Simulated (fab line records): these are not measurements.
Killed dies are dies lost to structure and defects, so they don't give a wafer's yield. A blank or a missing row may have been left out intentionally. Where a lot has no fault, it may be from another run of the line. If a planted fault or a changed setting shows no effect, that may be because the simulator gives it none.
fab line records :: flow n5_finfet
record:
  lots: 5
  wafers: 15
  last_day: 18
route steps=1938 shown PASSIVATION@1929 END@1938
lots that met no fault: from a run of the same line without faults
start_h: the number of hours between the record's first day and the start of the first shown wafer of the lot :: wait_h: how many hours have passed since the lot's step before this one :: " same as the row above :: L1.1+2: a single row standing in for several wafers :: - no value, or no start was given :: * or withheld: withheld :: < > ~ a bound
route shown NAME@n: NAME is a module with steps in the file, n the number in the route of the first one :: usual: mean/standard deviation of fault-free wafers :: same: alike in all rows :: chamber/n: place in a boat :: sites: readings site by site :: _std_site: standard deviation across them :: _edge_site: outer sites' mean less inner sites' :: radius_mm: for every site, how far away it sits from the centre of the wafer :: mask NAME#n: copy n :: behind: tool/chamber where the wafer was last shaped :: hold: what put the lot on hold/how long, in hours/how the hold closed :: device: transistor that didn't switch, given as n, p or np :: end of line: the same wafers' tests at the end of the route :: where a step has no rows: the recipe by itself :: killed: count of dies lost to structure and defects at first sort (not the wafer's yield) :: map: per-die view of a wafer (x killed, . not killed, _ where there is no die)
set.NAME: the setting that was run; set.NAME@STEP: the one run at that earlier step :: model.NAME: the simulator's own value behind a step, which no gauge read
lots seen at some steps along the route; tables by step, rows by wafer
services: a tool's chamber out of use, with start hour (start_h, from the record's first day; less than 0 if before it), hours out, and reason
== steps ==
step: N5_PASSIVATION_PASS_ETCH_47
recipe:
  chemistry: CF4/O2
  target: SiNx
  target_depth_a: 7700
  time_s: 385
  ion_energy_ev: 100
  pressure_mtorr: 40
  source_w: 535
  bias_w: 49
  Ar_flow_sccm: 100
  cf4_flow_sccm: 100
  O2_flow_sccm: 10
usual:
  drypump_motor_current_A: 5.7/0.44
  oes_product_au: 0.80/0.063
  rf_vpp_V: 241/4.5
  showerhead_plenum_p_Torr: 2.19/0.056
  throttle_valve_pct: 15.80/0.25
lot.wafer: L077.1
tool: rie_diel-06
chamber: 0
start_h: 275.40
wait_h: 0.0
drypump_motor_current_A: 5.5
oes_product_au: 0.80
rf_hours_counter_h: 103
rf_vpp_V: 243
showerhead_plenum_p_Torr: 2.24
throttle_valve_pct: 15.68

lot.wafer: L077.3
tool: rie_diel-06
chamber: 1
start_h: 275.40
wait_h: 0.0
drypump_motor_current_A: 5.3
oes_product_au: 0.69
rf_hours_counter_h: 244
rf_vpp_V: 235
showerhead_plenum_p_Torr: 2.08
throttle_valve_pct: 16.00

lot.wafer: L077.6
tool: rie_diel-06
chamber: 1
start_h: 275.40
wait_h: 0.0
drypump_motor_current_A: 5.3
oes_product_au: 0.69
rf_hours_counter_h: -
rf_vpp_V: 234
showerhead_plenum_p_Torr: 2.08
throttle_valve_pct: 16.00

lot.wafer: L081.1
tool: rie_diel-05
chamber: 0
start_h: 284.57
wait_h: 0.0
drypump_motor_current_A: 5.7
oes_product_au: 0.94
rf_hours_counter_h: 8
rf_vpp_V: 236
showerhead_plenum_p_Torr: 2.17
throttle_valve_pct: 15.63

lot.wafer: L081.2
tool: rie_diel-05
chamber: 3
start_h: 284.57
wait_h: 0.0
drypump_motor_current_A: 6.6
oes_product_au: 0.83
rf_hours_counter_h: 49
rf_vpp_V: 246
showerhead_plenum_p_Torr: 2.15
throttle_valve_pct: 15.44

lot.wafer: L081.4
tool: rie_diel-05
chamber: 2
start_h: 284.57
wait_h: 0.0
drypump_motor_current_A: 6.1
oes_product_au: 0.88
rf_hours_counter_h: -
rf_vpp_V: 241
showerhead_plenum_p_Torr: 2.24
throttle_valve_pct: 15.52

lot.wafer: L082.2
tool: rie_diel-01
chamber: 3
start_h: 300.69
wait_h: 0.0
drypump_motor_current_A: 6.0
oes_product_au: 0.75
rf_hours_counter_h: 151
rf_vpp_V: 243
showerhead_plenum_p_Torr: 2.21
throttle_valve_pct: 16.28

lot.wafer: L082.4
tool: rie_diel-01
chamber: 2
start_h: 300.69
wait_h: 0.0
drypump_motor_current_A: 5.5
oes_product_au: 0.79
rf_hours_counter_h: 96
rf_vpp_V: 236
showerhead_plenum_p_Torr: 2.13
throttle_valve_pct: 15.90

lot.wafer: L082.6
tool: rie_diel-01
chamber: 3
start_h: 300.69
wait_h: 0.0
drypump_motor_current_A: 6.0
oes_product_au: 0.75
rf_hours_counter_h: -
rf_vpp_V: 242
showerhead_plenum_p_Torr: 2.21
throttle_valve_pct: 16.28

lot.wafer: L083.1
tool: rie_diel-01
chamber: 1
start_h: 302.18
wait_h: 0.0
drypump_motor_current_A: 6.0
oes_product_au: 0.76
rf_hours_counter_h: 121
rf_vpp_V: 247
showerhead_plenum_p_Torr: 2.20
throttle_valve_pct: 15.70

lot.wafer: L083.2
tool: rie_diel-01
chamber: 2
start_h: 302.18
wait_h: 0.0
drypump_motor_current_A: 5.4
oes_product_au: 0.79
rf_hours_counter_h: 96
rf_vpp_V: 235
showerhead_plenum_p_Torr: 2.13
throttle_valve_pct: 15.89

lot.wafer: L083.6
tool: rie_diel-01
chamber: 1
start_h: 302.18
wait_h: 0.0
drypump_motor_current_A: 6.0
oes_product_au: 0.77
rf_hours_counter_h: -
rf_vpp_V: 247
showerhead_plenum_p_Torr: 2.20
throttle_valve_pct: 15.70

lot.wafer: L089.1
tool: rie_diel-05
chamber: 3
start_h: 425.39
wait_h: 0.0
drypump_motor_current_A: 6.6
oes_product_au: 0.80
rf_hours_counter_h: 93
rf_vpp_V: 246
showerhead_plenum_p_Torr: 2.14
throttle_valve_pct: 15.55

lot.wafer: L089.2
tool: rie_diel-05
chamber: 1
start_h: 425.39
wait_h: 0.0
drypump_motor_current_A: 5.8
oes_product_au: 0.88
rf_hours_counter_h: 40
rf_vpp_V: 249
showerhead_plenum_p_Torr: 2.33
throttle_valve_pct: 15.80

lot.wafer: L089.5
tool: rie_diel-05
chamber: 3
start_h: 425.39
wait_h: 0.0
drypump_motor_current_A: 6.6
oes_product_au: 0.79
rf_hours_counter_h: -
rf_vpp_V: 247
showerhead_plenum_p_Torr: 2.14
throttle_valve_pct: 15.55
step: N5_PASSIVATION_ETCH_54
recipe:
  chemistry: CHF3/O2
  target: SiO2
  target_depth_a: 8800
  CHF3_flow_sccm: 50
  O2_flow_sccm: 5
  Ar_flow_sccm: 200
  time_s: 440
  mask_material: PR
  pressure_mtorr: 30
  source_w: 650
  bias_w: 170
  ion_energy_ev: 200
usual:
  drypump_motor_current_A: 5.7/0.44
  oes_product_au: 0.80/0.063
  rf_vpp_V: 524/9.6
  showerhead_plenum_p_Torr: 2.40/0.06
  throttle_valve_pct: 18.72/0.26
lot.wafer: L077.1
tool: rie_diel-06
chamber: 0
start_h: 275.63
wait_h: 0.1
drypump_motor_current_A: 5.5
oes_product_au: 0.79
rf_hours_counter_h: 103
rf_vpp_V: 525
showerhead_plenum_p_Torr: 2.43
throttle_valve_pct: 18.55

lot.wafer: L077.3
tool: rie_diel-06
chamber: 1
start_h: 275.63
wait_h: 0.1
drypump_motor_current_A: 5.3
oes_product_au: 0.68
rf_hours_counter_h: 245
rf_vpp_V: 512
showerhead_plenum_p_Torr: 2.28
throttle_valve_pct: 18.90

lot.wafer: L077.6
tool: rie_diel-06
chamber: 1
start_h: 275.63
wait_h: 0.1
drypump_motor_current_A: 5.3
oes_product_au: 0.69
rf_hours_counter_h: -
rf_vpp_V: 513
showerhead_plenum_p_Torr: 2.28
throttle_valve_pct: 18.91

lot.wafer: L081.1
tool: rie_diel-05
chamber: 0
start_h: 284.80
wait_h: 0.1
drypump_motor_current_A: 5.7
oes_product_au: 0.94
rf_hours_counter_h: 8
rf_vpp_V: 514
showerhead_plenum_p_Torr: 2.37
throttle_valve_pct: 18.63

lot.wafer: L081.2
tool: rie_diel-05
chamber: 3
start_h: 284.80
wait_h: 0.1
drypump_motor_current_A: 6.6
oes_product_au: 0.84
rf_hours_counter_h: 49
rf_vpp_V: 536
showerhead_plenum_p_Torr: 2.35
throttle_valve_pct: 18.39

lot.wafer: L081.4
tool: rie_diel-05
chamber: 2
start_h: 284.80
wait_h: 0.1
drypump_motor_current_A: 6.1
oes_product_au: 0.88
rf_hours_counter_h: -
rf_vpp_V: 522
showerhead_plenum_p_Torr: 2.46
throttle_valve_pct: 18.54

lot.wafer: L082.2
tool: rie_diel-01
chamber: 3
start_h: 300.91
wait_h: 0.1
drypump_motor_current_A: 6.0
oes_product_au: 0.75
rf_hours_counter_h: 151
rf_vpp_V: 529
showerhead_plenum_p_Torr: 2.41
throttle_valve_pct: 19.18

lot.wafer: L082.4
tool: rie_diel-01
chamber: 2
start_h: 300.91
wait_h: 0.1
drypump_motor_current_A: 5.4
oes_product_au: 0.79
rf_hours_counter_h: 96
rf_vpp_V: 512
showerhead_plenum_p_Torr: 2.34
throttle_valve_pct: 18.89

lot.wafer: L082.6
tool: rie_diel-01
chamber: 3
start_h: 300.91
wait_h: 0.1
drypump_motor_current_A: 6.0
oes_product_au: 0.75
rf_hours_counter_h: -
rf_vpp_V: 531
showerhead_plenum_p_Torr: 2.42
throttle_valve_pct: 19.17

lot.wafer: L083.1
tool: rie_diel-01
chamber: 1
start_h: 302.41
wait_h: 0.1
drypump_motor_current_A: 6.0
oes_product_au: 0.77
rf_hours_counter_h: 121
rf_vpp_V: 536
showerhead_plenum_p_Torr: 2.40
throttle_valve_pct: 18.55

lot.wafer: L083.2
tool: rie_diel-01
chamber: 2
start_h: 302.41
wait_h: 0.1
drypump_motor_current_A: 5.4
oes_product_au: 0.79
rf_hours_counter_h: 96
rf_vpp_V: 512
showerhead_plenum_p_Torr: 2.34
throttle_valve_pct: 18.90

lot.wafer: L083.6
tool: rie_diel-01
chamber: 1
start_h: 302.41
wait_h: 0.1
drypump_motor_current_A: 6.0
oes_product_au: 0.77
rf_hours_counter_h: -
rf_vpp_V: 536
showerhead_plenum_p_Torr: 2.40
throttle_valve_pct: 18.56

lot.wafer: L089.1
tool: rie_diel-05
chamber: 3
start_h: 425.62
wait_h: 0.1
drypump_motor_current_A: 6.6
oes_product_au: 0.79
rf_hours_counter_h: 93
rf_vpp_V: 535
showerhead_plenum_p_Torr: 2.33
throttle_valve_pct: 18.45

lot.wafer: L089.2
tool: rie_diel-05
chamber: 1
start_h: 425.62
wait_h: 0.1
drypump_motor_current_A: 5.8
oes_product_au: 0.88
rf_hours_counter_h: 40
rf_vpp_V: 540
showerhead_plenum_p_Torr: 2.56
throttle_valve_pct: 18.79

lot.wafer: L089.5
tool: rie_diel-05
chamber: 3
start_h: 425.62
wait_h: 0.1
drypump_motor_current_A: 6.6
oes_product_au: 0.79
rf_hours_counter_h: -
rf_vpp_V: 535
showerhead_plenum_p_Torr: 2.34
throttle_valve_pct: 18.46
step: N5_PASSIVATION_STRIP_48
recipe:
  chemistry: O2
  power_w: 600
  temp_c: 60
  pressure_mtorr: 30
  rf_frequency_hz: 6e+07
  bias_power_w: 0
  overash_fraction: 0.5
  o2_flow_sccm: 225
usual:
  drypump_motor_current_A: 5.7/0.45
  oes_product_au: 0.81/0.069
  rf_vpp_V: 3.5/2.2
  showerhead_plenum_p_Torr: 2.09/0.056
  throttle_valve_pct: 16.62/0.22
lot.wafer: L077.1
tool: rie_diel-06
chamber: 0
start_h: 275.92
wait_h: 0.1
drypump_motor_current_A: 5.4
oes_product_au: 0.79
rf_hours_counter_h: 104
rf_vpp_V: 0.4
showerhead_plenum_p_Torr: 2.12
throttle_valve_pct: 16.46

lot.wafer: L077.3
tool: rie_diel-06
chamber: 1
start_h: 275.92
wait_h: 0.1
drypump_motor_current_A: 5.3
oes_product_au: 0.70
rf_hours_counter_h: 245
rf_vpp_V: 4.7
showerhead_plenum_p_Torr: 1.96
throttle_valve_pct: 16.70

lot.wafer: L077.6
tool: rie_diel-06
chamber: 1
start_h: 275.92
wait_h: 0.1
drypump_motor_current_A: 5.3
oes_product_au: 0.69
rf_hours_counter_h: -
rf_vpp_V: 1.4
showerhead_plenum_p_Torr: 1.96
throttle_valve_pct: 16.73

lot.wafer: L081.1
tool: rie_diel-05
chamber: 0
start_h: 285.09
wait_h: 0.1
drypump_motor_current_A: 5.7
oes_product_au: 0.95
rf_hours_counter_h: 8
rf_vpp_V: 3.6
showerhead_plenum_p_Torr: 2.07
throttle_valve_pct: 16.41

lot.wafer: L081.2
tool: rie_diel-05
chamber: 3
start_h: 285.09
wait_h: 0.1
drypump_motor_current_A: 6.6
oes_product_au: 0.83
rf_hours_counter_h: 49
rf_vpp_V: 6.3
showerhead_plenum_p_Torr: 2.05
throttle_valve_pct: 16.23

lot.wafer: L081.4
tool: rie_diel-05
chamber: 2
start_h: 285.09
wait_h: 0.1
drypump_motor_current_A: 6.1
oes_product_au: 0.88
rf_hours_counter_h: -
rf_vpp_V: 4.3
showerhead_plenum_p_Torr: 2.14
throttle_valve_pct: 16.36

lot.wafer: L082.2
tool: rie_diel-01
chamber: 3
start_h: 301.20
wait_h: 0.1
drypump_motor_current_A: 6.1
oes_product_au: 0.76
rf_hours_counter_h: 151
rf_vpp_V: 0.8
showerhead_plenum_p_Torr: 2.07
throttle_valve_pct: 16.84

lot.wafer: L082.4
tool: rie_diel-01
chamber: 2
start_h: 301.20
wait_h: 0.1
drypump_motor_current_A: 5.4
oes_product_au: 0.79
rf_hours_counter_h: 96
rf_vpp_V: 2.7
showerhead_plenum_p_Torr: 2.04
throttle_valve_pct: 16.70

lot.wafer: L082.6
tool: rie_diel-01
chamber: 3
start_h: 301.20
wait_h: 0.1
drypump_motor_current_A: 6.1
oes_product_au: 0.73
rf_hours_counter_h: -
rf_vpp_V: 1.8
showerhead_plenum_p_Torr: 2.07
throttle_valve_pct: 16.91

lot.wafer: L083.1
tool: rie_diel-01
chamber: 1
start_h: 302.70
wait_h: 0.1
drypump_motor_current_A: 6.0
oes_product_au: 0.79
rf_hours_counter_h: 121
rf_vpp_V: 4.2
showerhead_plenum_p_Torr: 2.11
throttle_valve_pct: 16.50

lot.wafer: L083.2
tool: rie_diel-01
chamber: 2
start_h: 302.70
wait_h: 0.1
drypump_motor_current_A: 5.4
oes_product_au: 0.79
rf_hours_counter_h: 96
rf_vpp_V: 5.2
showerhead_plenum_p_Torr: 2.04
throttle_valve_pct: 16.80

lot.wafer: L083.6
tool: rie_diel-01
chamber: 1
start_h: 302.70
wait_h: 0.1
drypump_motor_current_A: 6.0
oes_product_au: 0.80
rf_hours_counter_h: -
rf_vpp_V: 3.1
showerhead_plenum_p_Torr: 2.11
throttle_valve_pct: 16.59

lot.wafer: L089.1
tool: rie_diel-05
chamber: 3
start_h: 425.91
wait_h: 0.1
drypump_motor_current_A: 6.6
oes_product_au: 0.79
rf_hours_counter_h: 93
rf_vpp_V: 0.5
showerhead_plenum_p_Torr: 2.04
throttle_valve_pct: 16.43

lot.wafer: L089.2
tool: rie_diel-05
chamber: 1
start_h: 425.91
wait_h: 0.1
drypump_motor_current_A: 5.8
oes_product_au: 0.88
rf_hours_counter_h: 40
rf_vpp_V: 2.2
showerhead_plenum_p_Torr: 2.24
throttle_valve_pct: 16.65

lot.wafer: L089.5
tool: rie_diel-05
chamber: 3
start_h: 425.91
wait_h: 0.1
drypump_motor_current_A: 6.6
oes_product_au: 0.79
rf_hours_counter_h: -
rf_vpp_V: 0
showerhead_plenum_p_Torr: 2.04
throttle_valve_pct: 16.42
step: N5_PASSIVATION_STRIP_52
recipe:
  chemistry: post_etch_residue_remover
  time_s: 1200
  temp_c: 72.5
lot.wafer: L077.1+3+6
tool: wet_bench-04
chamber: 0,1,5
start_h: 275.98
wait_h: -

lot.wafer: L081.1+2+4
tool: wet_bench-04
chamber: 0,3,4
start_h: 285.16
wait_h: -

lot.wafer: L082.2+4+6
tool: wet_bench-06
chamber: 2,4,7
start_h: 301.28
wait_h: -

lot.wafer: L083.1+2+6
tool: wet_bench-02
chamber: 4,6,2
start_h: 302.77
wait_h: -

lot.wafer: L089.1+2+5
tool: wet_bench-04
chamber: 2,1,7
start_h: 425.98
wait_h: -
step: N5_PASSIVATION_CLEAN_71
recipe:
  chemistry: IPA
  time_s: 180
  temp_c: 25
lot.wafer: L077.1+3+6
tool: wet_bench-04
chamber: 0,1,5
start_h: 276.32
wait_h: 0.0

lot.wafer: L081.1+2+4
tool: wet_bench-04
chamber: 0,3,4
start_h: 285.52
wait_h: 0.0

lot.wafer: L082.2+4+6
tool: wet_bench-06
chamber: 2,4,7
start_h: 301.61
wait_h: 0.0

lot.wafer: L083.1+2+6
tool: wet_bench-02
chamber: 4,6,2
start_h: 303.10
wait_h: 0.0

lot.wafer: L089.1+2+5
tool: wet_bench-04
chamber: 2,1,7
start_h: 426.31
wait_h: 0.0
step: N5_PASSIVATION_SRD_72
recipe:
  dry: ipa_marangoni
  time_s: 30
  temp_c: 23
  rinse_liquid: diw
lot.wafer: L077.1+3+6
tool: wet_bench-04
chamber: 0,1,5
start_h: 276.37
wait_h: 0.0

lot.wafer: L081.1+2+4
tool: wet_bench-04
chamber: 0,3,4
start_h: 285.58
wait_h: 0.0

lot.wafer: L082.2+4+6
tool: wet_bench-06
chamber: 2,4,7
start_h: 301.67
wait_h: 0.0

lot.wafer: L083.1+2+6
tool: wet_bench-02
chamber: 4,6,2
start_h: 303.15
wait_h: 0.0

lot.wafer: L089.1+2+5
tool: wet_bench-04
chamber: 2,1,7
start_h: 426.36
wait_h: 0.0
step: N5_PASSIVATION_ANNEAL_56
recipe:
  temp_c: 400
  time_s: 1800
  ambient: FGA
  idle_temp_c: 300
  ramp_up_c_per_min: 5
  ramp_down_c_per_min: 3
usual:
  spike_tc_top_C: 425/5.1
  zone_power_centre_pct: 5.0/0.62
lot.wafer: L077.1
tool: furnace-01
chamber: 0
start_h: 276.42
wait_h: 0.0
spike_tc_top_C: 420
zone_power_centre_pct: 4.4

lot.wafer: L077.3
tool: furnace-01
chamber: 0
start_h: 276.42
wait_h: 0.0
spike_tc_top_C: 419
zone_power_centre_pct: 4.4

lot.wafer: L077.6
tool: furnace-01
chamber: 0
start_h: 276.42
wait_h: 0.0
spike_tc_top_C: 418
zone_power_centre_pct: 4.4

lot.wafer: L081.1
tool: furnace-02
chamber: 0
start_h: 285.63
wait_h: 0.0
spike_tc_top_C: 432
zone_power_centre_pct: 4.9

lot.wafer: L081.2
tool: furnace-02
chamber: 0
start_h: 285.63
wait_h: 0.0
spike_tc_top_C: 432
zone_power_centre_pct: 4.8

lot.wafer: L081.4
tool: furnace-02
chamber: 0
start_h: 285.63
wait_h: 0.0
spike_tc_top_C: 429
zone_power_centre_pct: 4.8

lot.wafer: L082.2
tool: furnace-03
chamber: 0
start_h: 301.71
wait_h: 0.0
spike_tc_top_C: 427
zone_power_centre_pct: 6.1

lot.wafer: L082.4
tool: furnace-03
chamber: 0
start_h: 301.71
wait_h: 0.0
spike_tc_top_C: 427
zone_power_centre_pct: 6.1

lot.wafer: L082.6
tool: furnace-03
chamber: 0
start_h: 301.71
wait_h: 0.0
spike_tc_top_C: 427
zone_power_centre_pct: 6.0

lot.wafer: L083.1
tool: furnace-02
chamber: 0
start_h: 303.20
wait_h: 0.0
spike_tc_top_C: 429
zone_power_centre_pct: 4.8

lot.wafer: L083.2
tool: furnace-02
chamber: 0
start_h: 303.20
wait_h: 0.0
spike_tc_top_C: 430
zone_power_centre_pct: 4.9

lot.wafer: L083.6
tool: furnace-02
chamber: 0
start_h: 303.20
wait_h: 0.0
spike_tc_top_C: 430
zone_power_centre_pct: 4.8

lot.wafer: L089.1
tool: furnace-02
chamber: 0
start_h: 426.40
wait_h: 0.0
spike_tc_top_C: 429
zone_power_centre_pct: 5.0

lot.wafer: L089.2
tool: furnace-02
chamber: 0
start_h: 426.40
wait_h: 0.0
spike_tc_top_C: 430
zone_power_centre_pct: 4.8

lot.wafer: L089.5
tool: furnace-02
chamber: 0
start_h: 426.40
wait_h: 0.0
spike_tc_top_C: 430
zone_power_centre_pct: 4.9
step: N5_PASSIVATION_INSPECT_57
recipe:
  inspect_instrument: macro
  mode: outgoing
usual:
  raw_defect_count: 2.0/1.4
lot.wafer: L077.1
tool: defect_inspect-01
chamber: -
start_h: 278.76
wait_h: 0.0
raw_defect_count: 3

lot.wafer: L077.3
tool: defect_inspect-01
chamber: -
start_h: 278.76
wait_h: 0.0
raw_defect_count: 2

lot.wafer: L077.6
tool: defect_inspect-01
chamber: -
start_h: 278.76
wait_h: 0.0
raw_defect_count: 3

lot.wafer: L081.1
tool: defect_inspect-01
chamber: -
start_h: 287.97
wait_h: 0.0
raw_defect_count: 1

lot.wafer: L081.2
tool: defect_inspect-01
chamber: -
start_h: 287.97
wait_h: 0.0
raw_defect_count: 3

lot.wafer: L081.4
tool: defect_inspect-01
chamber: -
start_h: 287.97
wait_h: 0.0
raw_defect_count: 2

lot.wafer: L082.2
tool: defect_inspect-01
chamber: -
start_h: 304.07
wait_h: 0.0
raw_defect_count: 1

lot.wafer: L082.4
tool: defect_inspect-01
chamber: -
start_h: 304.07
wait_h: 0.0
raw_defect_count: 4

lot.wafer: L082.6
tool: defect_inspect-01
chamber: -
start_h: 304.07
wait_h: 0.0
raw_defect_count: 2

lot.wafer: L083.1
tool: defect_inspect-02
chamber: -
start_h: 305.56
wait_h: 0.0
raw_defect_count: 3

lot.wafer: L083.2
tool: defect_inspect-02
chamber: -
start_h: 305.56
wait_h: 0.0
raw_defect_count: 0

lot.wafer: L083.6
tool: defect_inspect-02
chamber: -
start_h: 305.56
wait_h: 0.0
raw_defect_count: 4

lot.wafer: L089.1
tool: defect_inspect-02
chamber: -
start_h: 428.75
wait_h: 0.0
raw_defect_count: 4

lot.wafer: L089.2
tool: defect_inspect-02
chamber: -
start_h: 428.75
wait_h: 0.0
raw_defect_count: 1

lot.wafer: L089.5
tool: defect_inspect-02
chamber: -
start_h: 428.75
wait_h: 0.0
raw_defect_count: 2
== services ==
tool: rie_diel-05
chamber: 3
start_h: 276.08
hours: 2.3
kind: repair

tool: rie_diel-05
chamber: 1
start_h: 281.57
hours: -
kind: clean

tool: rie_diel-05
chamber: 1
start_h: 281.57
hours: -
kind: consumable_replace:focus_ring

tool: rie_diel-05
chamber: 1
start_h: 281.57
hours: -
kind: consumable_replace:showerhead

tool: rie_diel-05
chamber: 1
start_h: 281.57
hours: 18.5
kind: scheduled_down

tool: rie_diel-05
chamber: 1
start_h: 281.57
hours: 18.5
kind: vent_cycle

tool: rie_diel-06
chamber: 3
start_h: 293.23
hours: 2.9
kind: repair

tool: rie_diel-06
chamber: 1
start_h: 296.27
hours: -
kind: clean

tool: rie_diel-06
chamber: 1
start_h: 296.27
hours: -
kind: consumable_replace:focus_ring

tool: rie_diel-06
chamber: 1
start_h: 296.27
hours: -
kind: consumable_replace:showerhead

tool: rie_diel-06
chamber: 1
start_h: 296.27
hours: 27.3
kind: scheduled_down

tool: rie_diel-06
chamber: 1
start_h: 296.27
hours: 27.3
kind: vent_cycle

tool: rie_diel-06
chamber: 2
start_h: 303.16
hours: 1.3
kind: repair

tool: rie_diel-01
chamber: 2
start_h: 315.19
hours: 3.4
kind: repair

tool: furnace-03
chamber: -
start_h: 316.02
hours: 11.6
kind: repair

tool: rie_diel-01
chamber: 0
start_h: 316.28
hours: 5.0
kind: repair

tool: rie_diel-05
chamber: 2
start_h: 351.67
hours: 2.7
kind: repair

tool: rie_diel-01
chamber: 2
start_h: 362.38
hours: 15.4
kind: repair

tool: rie_diel-06
chamber: 3
start_h: 370.26
hours: 15.6
kind: repair

tool: rie_diel-01
chamber: -
start_h: 378.99
hours: 1.1
kind: repair
== key ==
fault none
